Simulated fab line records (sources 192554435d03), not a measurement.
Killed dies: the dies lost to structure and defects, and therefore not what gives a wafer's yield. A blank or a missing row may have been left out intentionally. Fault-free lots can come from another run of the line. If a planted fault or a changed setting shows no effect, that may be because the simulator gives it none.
Matching of chambers | flow n5-finfet | rie-diel-05 running N5_BEOL_M12_ETCH_59: 4 sister chambers
The step etches BARC in N2/H2, target depth 89 nm, overetch 26.7 nm, time 67.9 s. 8 wafers are shown with their chamber, then 7 later ones without.

## WAFERS, EACH WITH ITS CHAMBER
wafer  | chamber | drypump-motor-current-A (A) | throttle-valve-pct (%)
L082.1 | 1       | 5.8                         | 17.67
L085.2 | 1       | 5.8                         | 17.68
L085.5 | 2       | 6.7                         | 18.70
L090.1 | 0       | 5.1                         | 17.89
L090.3 | 3       | 4.9                         | 17.81
L090.5 | 3       | 5.0                         | 17.80
L093.2 | 2       | 6.7                         | 18.72
L093.3 | 0       | 5.1                         | 17.88

## WAFERS WITHOUT THEIR CHAMBER
wafer  | drypump-motor-current-A (A) | throttle-valve-pct (%)
L093.4 | 6.7                         | 18.72
L095.2 | 5.0                         | 17.81
L095.5 | 5.1                         | 17.90
L095.6 | 5.8                         | 17.74
L097.2 | 5.0                         | 17.81
L097.4 | 5.0                         | 17.83
L097.6 | 5.1                         | 17.90

## CHAMBER TAKEN BY EACH
wafer  | from the rows above | in truth
L093.4 | 2                   | 2
L095.2 | 3                   | 3
L095.5 | 0                   | 0
L095.6 | 1                   | 1
L097.2 | 3                   | 3
L097.4 | 3                   | 3
L097.6 | 0                   | 0
Placed correctly: 7 of 7. Left unplaced by these rows: 0. Placed wrongly: 0.
How it was worked out, from the rows above alone: a wafer's distance from a chamber is the root of the sum, over the readings, of the square of ((its reading less the chamber's mean) divided by the reading's scatter). The wafer belongs to the nearest chamber; if the next one is less than 2 further off, it can't be placed. The mean given for a chamber averages the wafers shown for that chamber. The scatter: take each reading less its chamber's mean, square it, sum over the shown wafers, divide by the number of wafers less the number of chambers, and take the root.
